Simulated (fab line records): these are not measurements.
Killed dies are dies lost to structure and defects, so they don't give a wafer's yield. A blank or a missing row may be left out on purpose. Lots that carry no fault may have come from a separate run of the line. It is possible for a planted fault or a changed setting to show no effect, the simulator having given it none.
Matching of chambers    flow n5Finfet    N5_MOL_CONTACT_COAG_ETCH_110 on rieDiel-04: 4 sister chambers
The step etches Si in CF4/O2, target depth 2.5 nm, time 8 s. 4 wafers are shown with their chamber, then 8 later ones without.

## WAFERS PAIRED WITH THEIR CHAMBERS
wafer   chamber  showerheadPlenumPTorr (Torr)
L082.5  2        2.25
L089.2  3        2.14
L089.3  1        2.29
L090.3  0        2.25

## WAFERS MISSING THEIR CHAMBER
wafer   showerheadPlenumPTorr (Torr)
L090.4  2.14
L090.6  2.25
L091.2  2.14
L091.4  2.24
L091.6  2.14
L092.4  2.24
L092.5  2.14
L092.6  2.29

## WHICH CHAMBER EACH ONE RAN IN
wafer   from the rows above      in truth
L090.4  3                        3
L090.6  can't be placed: 0 or 2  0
L091.2  3                        3
L091.4  can't be placed: 0 or 2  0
L091.6  3                        3
L092.4  can't be placed: 0 or 2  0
L092.5  3                        3
L092.6  1                        1
Placed correctly: 5 of 8. Cannot be placed on the basis of these rows: 3; the candidates contain the true chamber in 3. Wrongly placed: 0.
How it was worked out, from the rows above alone: a wafer's distance from a chamber is the root of the sum, over the readings, of the square of ((its reading less the chamber's mean) divided by the reading's scatter). If the next closest chamber is less than 2 further off than the closest, the wafer can't be placed; otherwise it belongs to the closest. The mean given for a chamber averages the wafers shown for that chamber. The scatter: with one shown wafer a chamber, the root of the mean of the squares of how far each hidden wafer lies from its nearest shown one.
